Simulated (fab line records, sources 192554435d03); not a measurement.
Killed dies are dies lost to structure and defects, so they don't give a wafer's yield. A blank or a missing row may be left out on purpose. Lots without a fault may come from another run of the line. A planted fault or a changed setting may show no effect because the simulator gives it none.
fab line records | flow n5_finfet
record lots=9 wafers=26 last_day=17
route steps=1938 shown MOL_CONTACT_COAG@584 BEOL_M0_SAQP@634 BEOL_M4@1111 PASSIVATION@1936
lots that met no fault: from a run of the same line without faults
start_h: hours from the record's first day to the start of the lot's first wafer shown | wait_h: hours since the lot's step before | " the same as in the row above | L1.1+2: a row that stands for several wafers | - no value, or no start given | * or withheld: withheld | < > ~ a bound
route shown NAME@n: a module of which the file shows steps, and the number in the route of the first | usual: mean/standard deviation of fault-free wafers | same: alike in all rows | chamber/n: place in a boat | sites: the reading at each site | _std_site: their standard deviation | _edge_site: outer sites' mean less inner sites' | radius_mm: how far each site lies from the wafer's centre | mask NAME#n: copy n | behind: the tool/chamber that last shaped the wafer | hold: why the lot was held/for how many hours/how that ended | device: the transistor (n, p or np) that didn't switch | end of line: the same wafers' tests at the end of the route | a step without rows: its recipe alone | killed: dies lost to structure and defects at the first sort, not the wafer's yield | map: a wafer's dies, x killed, . not, _ none there
set.NAME: the setting as run; set.NAME@STEP: as run at that earlier step | model.NAME: the simulator's own value behind a step, which no gauge read
steps of the route over a sample of lots; a table a step, a row a wafer
services: from which hour (start_h, from the record's first day; less than 0 if before it) a tool's chamber was out of use, for how many hours, and why
## steps
# step N5_MOL_CONTACT_COAG_ETCHBACK_135
# recipe chemistry=CHF3 target=SiO2 target_depth_a=250 time_s=16.7 ion_energy_ev=200 pressure_mtorr=30 source_w=610 bias_w=170 Ar_flow_sccm=200 CHF3_flow_sccm=50
# usual drypump_motor_current_A=5.7/0.41 oes_product_au=0.78/0.084 rf_vpp_V=526/10 showerhead_plenum_p_Torr=2.36/0.068 throttle_valve_pct=18.69/0.15
# columns lot.wafer tool chamber start_h wait_h drypump_motor_current_A oes_product_au rf_hours_counter_h rf_vpp_V showerhead_plenum_p_Torr throttle_valve_pct
L452.1 rie_diel-06 3 110.32 0.0 6.4 0.73 170 523 2.28 18.65
L452.3 " 2 " " 5.7 0.68 232 508 2.25 18.70
L452.6 " 1 " " 5.4 0.79 - 520 2.38 18.38
L456.2 rie_diel-05 1 132.08 0.0 5.2 0.73 170 522 2.37 18.73
L456.4 " 1 " " 5.2 0.74 - 523 2.37 18.74
L456.6 " 0 " " 5.7 0.73 - 508 2.37 18.78
L457.4 rie_diel-03 2 137.12 0.0 6.2 0.76 - 524 2.28 18.71
L457.5 " 3 " " 5.6 0.92 - 529 2.34 18.61
L462.1 rie_diel-05 3 167.85 0.0 5.2 0.94 9 535 2.34 18.80
L462.2 " 0 " " 5.7 0.72 189 507 2.36 18.81
L462.3 " 1 " " 5.2 0.73 182 522 2.37 18.76
L465.2 rie_diel-03 1 185.72 0.0 5.3 0.96 11 541 2.43 18.66
L465.3 " 3 " " 5.6 0.88 44 529 2.33 18.64
L465.5 " 0 " " 6.1 0.81 - 521 2.31 18.76
L467.1 rie_diel-05 0 193.83 0.0 5.7 0.72 197 508 2.36 18.83
L467.3 " 1 " " 5.2 0.72 193 522 2.36 18.78
L467.4 " 3 " " 5.2 0.92 21 532 2.34 18.82
L471.3 rie_diel-03 1 223.58 0.0 5.2 0.92 26 542 2.42 18.68
L471.4 " 2 " " 6.2 0.72 - 524 2.27 18.75
L471.5 " 3 " " 5.6 0.86 - 528 2.32 18.66
L473.1 rie_diel-06 2 232.96 0.0 5.7 0.91 17 515 2.52 18.40
L473.2 " 1 " " 5.4 0.75 156 520 2.37 18.45
L473.5 " 2 " " 5.7 0.92 - 516 2.52 18.39
L474.1 rie_diel-03 1 236.38 0.0 5.3 0.93 30 540 2.42 18.70
L474.2 " 2 " " 6.2 0.73 193 521 2.27 18.76
L474.5 " 0 " " 6.1 0.79 - 522 2.30 18.79
# step N5_MOL_CONTACT_COAG_ETCH_124
# recipe chemistry=CH3F/O2 target=SiNx target_depth_a=65 mask_material=SOC stop_on=SiOC over_etch_frac=0.3 ion_energy_ev=120 pressure_mtorr=30 source_w=395 bias_w=73 Ar_flow_sccm=150 CH3F_flow_sccm=30 O2_flow_sccm=20 ends=end_point
# usual CH3F_flow_sccm=30.00/0.09 O2_flow_sccm=20.00/0.06 drypump_motor_current_A=5.6/0.38 oes_product_au=0.67/0.071 rf_vpp_V=299/5.8 showerhead_plenum_p_Torr=1.99/0.058 throttle_valve_pct=16.30/0.16
# columns lot.wafer tool chamber start_h wait_h CH3F_flow_sccm O2_flow_sccm drypump_motor_current_A oes_product_au rf_hours_counter_h rf_vpp_V showerhead_plenum_p_Torr throttle_valve_pct
L452.1 rie_diel-05 3 111.69 0.0 30.14 19.91 5.2 0.57 244 302 1.97 16.74
L452.3 " 0 " " 29.92 19.96 5.7 0.63 171 289 1.99 16.37
L452.6 " 3 " " 30.07 19.96 5.2 0.58 - 303 1.97 16.71
L456.2 rie_diel-06 1 133.64 0.0 30.05 19.89 5.4 0.67 119 295 2.00 16.01
L456.4 " 0 " " 29.97 19.99 5.0 0.62 216 304 2.06 16.51
L456.6 " 1 " " 30.18 19.94 5.4 0.67 - 296 2.00 15.99
L457.4 rie_diel-06 1 138.42 0.0 29.96 20.06 5.4 0.67 121 296 2.00 15.98
L457.5 " 0 " " 30.04 20.03 5.1 0.61 - 306 2.06 16.50
L462.1 rie_diel-05 3 169.81 0.0 30.01 20.07 5.2 0.78 10 302 1.96 16.33
L462.2 " 0 " " 30.11 19.99 5.7 0.62 190 288 1.98 16.41
L462.3 " 1 " " 30.08 20.09 5.2 0.62 183 297 1.99 16.38
L465.2 rie_diel-05 3 187.15 0.0 30.03 19.95 5.2 0.77 19 302 1.96 16.33
L465.3 " 1 " " 30.08 20.11 5.2 0.62 191 295 1.99 16.40
L465.5 " 0 " " 29.90 19.89 5.7 0.62 - 289 1.98 16.42
L467.1 rie_diel-05 3 195.53 0.0 30.17 20.05 5.2 0.77 21 302 1.96 16.34
L467.3 " 1 " " 29.99 19.95 5.2 0.61 194 297 1.98 16.40
L467.4 " 0 " " 29.86 20.02 5.7 0.61 198 288 1.98 16.41
L471.3 rie_diel-06 3 225.21 0.0 29.92 20.02 6.4 0.60 216 297 1.90 16.37
L471.4 " 2 " " 29.86 19.93 5.7 0.79 - 293 2.12 16.01
L471.5 " 3 " " 29.91 20.02 6.4 0.61 - 297 1.90 16.36
L473.1 rie_diel-06 2 234.50 0.0 30.01 20.06 5.7 0.79 18 294 2.12 15.98
L473.2 " 1 " " 30.04 19.86 5.4 0.64 157 296 1.99 16.05
L473.5 " 1 " " 29.99 19.97 5.4 0.64 - 296 1.99 16.07
L474.1 rie_diel-03 1 237.94 0.0 30.09 20.01 5.2 0.77 31 308 2.03 16.26
L474.2 " 3 " " 29.80 20.02 5.6 0.73 64 300 1.95 16.22
L474.5 " 2 " " 29.88 19.96 6.2 0.62 - 297 1.91 16.41
# step N5_MOL_CONTACT_COAG_ETCH_48
# recipe chemistry=C4F6/O2 target_depth_a=150 overetch_a=45 mask_material=SOC target=SiOC bias_w=465 pressure_mtorr=10 time_s=17 source_w=335 Ar_flow_sccm=300 C4F6_flow_sccm=10 O2_flow_sccm=10 ion_energy_ev=576
# usual C4F6_flow_sccm=9.997/0.029 O2_flow_sccm=10.003/0.028 drypump_motor_current_A=5.6/0.38 oes_product_au=0.66/0.071 rf_vpp_V=1595/29 showerhead_plenum_p_Torr=2.82/0.079 throttle_valve_pct=40.53/0.28
# columns lot.wafer tool chamber start_h wait_h C4F6_flow_sccm O2_flow_sccm drypump_motor_current_A oes_product_au rf_hours_counter_h rf_vpp_V showerhead_plenum_p_Torr throttle_valve_pct
L452.1 rie_diel-05 3 111.73 0.0 9.996 9.985 5.2 0.59 244 1613 2.80 40.74
L452.3 " 0 " " 10.005 10.007 5.7 0.60 171 1540 2.83 40.65
L452.6 " 3 " " 10.012 9.966 5.2 0.54 - 1612 2.80 40.73
L456.2 rie_diel-06 1 133.68 0.0 - - - - - - - -
L456.4 " 0 " " - - - - - - - -
L456.6 " 1 " " - - - - - - - -
L457.4 rie_diel-06 1 138.46 0.0 - - - - - - - -
L457.5 " 0 " " - - - - - - - -
L462.1 rie_diel-05 3 169.85 0.0 10.010 10.050 5.2 0.71 10 1613 2.79 40.99
L462.2 " 0 " " 10.002 9.992 5.7 0.59 190 1540 2.82 40.68
L462.3 " 1 " " 10.053 10.009 5.2 0.61 183 1587 2.83 40.38
L465.2 rie_diel-05 3 187.19 0.0 9.963 10.019 5.2 0.76 19 1613 2.79 41.02
L465.3 " 1 " " 10.025 9.977 5.2 0.63 191 1587 2.82 40.41
L465.5 " 0 " " 9.966 9.984 5.7 0.64 - 1540 2.81 40.71
L467.1 rie_diel-05 3 195.57 0.0 9.984 10.016 5.2 0.70 21 1612 2.79 40.99
L467.3 " 1 " " 9.938 9.991 5.2 0.59 194 1586 2.82 40.38
L467.4 " 0 " " 9.952 9.992 5.7 0.58 198 1538 2.81 40.67
L471.3 rie_diel-06 3 225.25 0.0 9.996 9.974 6.4 0.60 216 1588 2.71 40.20
L471.4 " 2 " " 10.030 9.970 5.6 0.76 - 1568 3.00 40.07
L471.5 " 3 " " 10.000 10.009 6.4 0.59 - 1589 2.71 40.17
L473.1 rie_diel-06 2 234.54 0.0 9.979 9.989 5.7 0.80 18 1569 3.00 40.08
L473.2 " 1 " " 9.976 9.995 5.4 0.63 157 1579 2.82 40.36
L473.5 " 1 " " 10.005 9.989 5.4 0.66 - 1578 2.82 40.36
L474.1 rie_diel-03 1 237.98 0.0 10.007 9.998 5.3 0.76 31 1636 2.89 40.57
L474.2 " 3 " " 9.998 10.038 5.6 0.71 64 1600 2.77 40.58
L474.5 " 2 " " 9.979 10.010 6.2 0.61 - 1583 2.71 40.44
# step N5_BEOL_M0_SAQP_HM_DEP_02
# recipe material=TiN target_thk_a=120 temp_c=25 chamber_pressure_pa=0.49996
# usual throttle_valve_pct=30.3/1
# columns lot.wafer tool chamber start_h wait_h throttle_valve_pct
L452.1 pvd_sputter-02 - 118.02 1.8 29.1
L452.3 " - " " 31.6
L452.6 " - " " 28.9
L462.1 pvd_sputter-02 - 174.68 0.4 30.2
L462.2 " - " " 30.4
L462.3 " - " " 31.4
L465.2 pvd_sputter-02 - 192.06 0.4 31.4
L465.3 " - " " 29.3
L465.5 " - " " 30.3
L467.1 pvd_sputter-02 - 203.14 2.9 29.0
L467.3 " - " " 31.6
L467.4 " - " " 30.4
L471.3 pvd_sputter-02 - 231.23 1.5 30.4
L471.4 " - " " 31.4
L471.5 " - " " 29.8
L473.1 pvd_sputter-03 - 239.05 0.0 31.7
L473.2 " - " " 29.1
L473.5 " - " " 31.7
L474.1 pvd_sputter-01 - 243.59 1.2 31.5
L474.2 " - " " 29.4
L474.5 " - " " 30.9
# step N5_BEOL_M4_RC_MEAS_101
# usual DIBL_N=35.8/1.8 DIBL_P=35.6/2 IOFF_N=0.148/0.028 IOFF_P=0.20/0.034 ION_N=672/12 ION_P=462/8.5 SS_N=71.2/0.65 SS_P=73.1/0.67 VT_N=251/3.3 VT_P=-251/3.8
# columns lot.wafer tool chamber start_h wait_h DIBL_N[mV/V] DIBL_P[mV/V] IOFF_N[nA/um] IOFF_P[nA/um] ION_N[uA/um] ION_P[uA/um] SS_N[mV/dec] SS_P[mV/dec] VT_N[mV] VT_P[mV]
L452.1 prober-01 0 170.97 0.0 37.7 38.6 0.156 0.22 647 451 72.1 73.9 252 -247
L452.3 " 0 " " 36.9 36.7 0.151 0.20 672 461 70.9 72.5 252 -248
L452.6 " 0 " " 36.8 37.4 0.145 0.21 674 464 70.4 73.5 250 -248
L462.1 prober-01 0 231.54 0.0 35.1 34.7 0.135 0.18 666 458 71.8 71.9 252 -251
L462.2 " 0 " " 35.3 35.3 0.146 0.18 673 456 71.5 72.5 249 -251
L462.3 " 0 " " 34.7 34.5 0.150 0.18 697 468 70.6 72.7 248 -251
L465.2 prober-01 0 244.85 0.2 34.9 35.3 0.141 0.21 672 466 71.2 72.7 251 -248
L465.3 " 0 " " 34.6 34.7 0.142 0.21 671 473 70.9 72.8 252 -251
L465.5 " 0 " " 34.2 35.1 0.134 0.21 673 463 70.0 72.3 249 -251
L467.1 prober-01 0 262.51 0.0 37.7 38.3 0.189 0.22 685 463 71.8 74.0 249 -252
L467.3 " 0 " " 34.0 33.9 0.121 0.17 668 460 71.3 72.1 255 -254
L467.4 " 0 " " 33.2 32.5 0.106 0.14 656 452 70.4 72.6 255 -257
L471.3 prober-02 0 283.24 0.3 36.4 33.2 0.145 0.16 671 454 71.8 73.0 253 -257
L471.4 " 0 " " 39.3 36.0 0.208 0.19 659 443 72.7 73.9 249 -253
L471.5 " 0 " " 37.4 35.8 0.170 0.20 685 459 71.3 73.8 249 -250
L473.1 prober-02 0 306.87 0.0 35.8 35.0 0.147 0.19 677 463 71.3 72.4 250 -248
L473.2 " 0 " " 38.4 37.4 0.197 0.24 691 478 71.6 72.5 246 -247
L473.5 " 0 " " 35.3 33.1 0.138 0.18 682 464 71.0 71.9 254 -250
L474.1 prober-02 0 310.71 0.0 34.5 34.1 0.145 0.19 673 471 70.7 72.4 249 -249
L474.2 " 0 " " 35.1 35.6 0.163 0.21 687 470 70.5 72.9 246 -247
L474.5 " 0 " " 35.3 35.2 0.164 0.21 692 469 70.9 72.9 247 -247
# step N5_PASSIVATION_PROBE_49
# usual defect_limited_yield=91.3/1.5 killed_at_M0_to_M3=34/11 killed_at_M4_up=14/6.1 killed_at_contacts=12/5.9 killed_at_front_end=39/11 killed_at_other=4/3.3 killed_dies=102/18 killed_on_rim=13/3.8 killed_open=67/13 killed_short=33/7.9 sort_bin_5_function=5.1/1 sort_bin_6_memory=3.3/0.7 sort_n_pass=1077/19 sort_yield_pct=91.3/1.6
# same gross_dies=1180 killed_at_back_side=0 sort_bin_4_leakage[%]=0 sort_bin_8_speed[%]=0
# columns lot.wafer tool chamber start_h wait_h defect_limited_yield[%] killed_at_M0_to_M3 killed_at_M4_up killed_at_contacts killed_at_front_end killed_at_other killed_dies killed_on_rim killed_open killed_short sort_bin_5_function[%] sort_bin_6_memory[%] sort_n_pass sort_yield_pct[%]
L456.2 prober-02 - 292.64 0.1 0 28 13 1112 26 1 1180 152 57 28 97.4 2.4 0 0
L456.4 prober-02 - 292.74 0.2 0 34 16 1077 52 1 1180 152 77 34 96.5 3.4 0 0
L456.6 prober-02 - 292.84 0.3 0 27 7 1120 24 2 1180 152 42 25 98.1 1.7 0 0
L457.4 prober-02 - 299.45 0.2 0 30 16 1076 56 2 1180 152 71 40 95.8 4.0 0 0
L457.5 prober-02 - 299.50 0.2 0 34 24 1043 73 6 1180 152 83 37 96.9 2.6 0 0
# killed by level:class
L456.2 MOL_CONTACT_COAG:area_etch=1094 MOL_CONTACT_COAG:geometric_particle:open=13 BEOL_M4:geometric_particle:open=7 BEOL_M0_SAQP:geometric_particle:open=7 STI_FIN_REVEAL:geometric_particle:open=6 BEOL_M1:geometric_particle:open=6 MOL_CONTACT_COAG:geometric_particle:short=5 BEOL_M1:geometric_particle:short=5
L456.4 MOL_CONTACT_COAG:area_etch=1069 FIN_SAQP:geometric_particle:open=14 BEOL_M0:geometric_particle:open=10 BEOL_M4:geometric_particle:open=8 BEOL_M0_SAQP:geometric_particle:open=7 FIN_SAQP:geometric_particle:short=6 STI_FIN_REVEAL:geometric_particle:open=6 MOL_CONTACT_COAG:geometric_particle:open=6
L456.6 MOL_CONTACT_COAG:area_etch=1111 MOL_CONTACT_COAG:geometric_particle:open=8 BEOL_M0_SAQP:geometric_particle:open=6 BEOL_M1:geometric_particle:open=6 BEOL_M3:geometric_particle:open=5 STARTING-WAFER:geometric_particle:short=4 BEOL_M0_SAQP:geometric_particle:short=4 STI_FIN_REVEAL:geometric_particle:open=3
L457.4 MOL_CONTACT_COAG:area_etch=1067 FIN_SAQP:geometric_particle:short=12 BEOL_M3:geometric_particle:open=12 STI_FIN_REVEAL:geometric_particle:open=11 FIN_SAQP:geometric_particle:open=9 MOL_CONTACT_COAG:geometric_particle:open=9 GATE_CUT:geometric_particle:short=8 GATE_CUT:geometric_particle:open=6
L457.5 MOL_CONTACT_COAG:area_etch=1036 SDB:area_expose=23 BEOL_M2:geometric_particle:open=12 FIN_SAQP:geometric_particle:open=9 FIN_SAQP:geometric_particle:short=9 BEOL_M4:geometric_particle:open=9 STI_FIN_REVEAL:geometric_particle:open=6 GATE_CUT:geometric_particle:open=6
## services
# columns tool chamber start_h hours kind
rie_diel-06 3 94.68 12.9 repair
rie_diel-03 1 121.14 - clean
rie_diel-03 1 121.14 - consumable_replace:focus_ring
rie_diel-03 1 121.14 33.9 scheduled_down
rie_diel-03 1 121.14 33.9 vent_cycle
rie_diel-05 3 128.67 - clean
rie_diel-05 3 128.67 - consumable_replace:focus_ring
rie_diel-05 3 128.67 11.6 scheduled_down
rie_diel-05 3 128.67 11.6 vent_cycle
rie_diel-06 2 158.01 - clean
rie_diel-06 2 158.01 - consumable_replace:focus_ring
rie_diel-06 2 158.01 - consumable_replace:showerhead
rie_diel-06 2 158.01 24.5 scheduled_down
rie_diel-06 2 158.01 24.5 vent_cycle
rie_diel-05 2 169.34 16.3 repair
rie_diel-05 0 170.33 5.8 repair
rie_diel-06 0 219.61 - clean
rie_diel-06 0 219.61 - consumable_replace:focus_ring
rie_diel-06 0 219.61 23.5 scheduled_down
rie_diel-06 0 219.61 23.5 vent_cycle
rie_diel-03 0 223.19 7.0 repair
## key
first_sign step=N5_MOL_CONTACT_COAG_ETCH_48 reading=tool_record direction=missing
effect step=N5_PASSIVATION_PROBE_49 reading=killed_at_contacts direction=up sigmas=99+ usual=12 struck=1086
more_kills_born_at N5_MOL_CONTACT_COAG_ETCH_48@rie_diel-06=5377
met_at N5_MOL_CONTACT_COAG_ETCH_48
struck_lots L456,L457
later_rows_left_out L456.2,L456.4,L456.6,L457.4,L457.5
not_acting_at N5_MOL_CONTACT_COAG_ETCHBACK_135,N5_MOL_CONTACT_COAG_ETCH_124,N5_BEOL_M0_SAQP_HM_DEP_02
earlier_fault kind=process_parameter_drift tool=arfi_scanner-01 chamber=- onset_h=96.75 steps=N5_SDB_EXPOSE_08 channel=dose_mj offset=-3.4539 shape=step acts_in=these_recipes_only stated=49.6
fault kind=skipped_step_whole tool=rie_diel-06 chamber=- onset_h=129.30 steps=N5_MOL_CONTACT_COAG_ETCH_48 scope=struck_lots_only
# later_rows_left_out: the simulator's readings of these wafers behind a module that went badly wrong aren't trusted and aren't shown, but for the sort
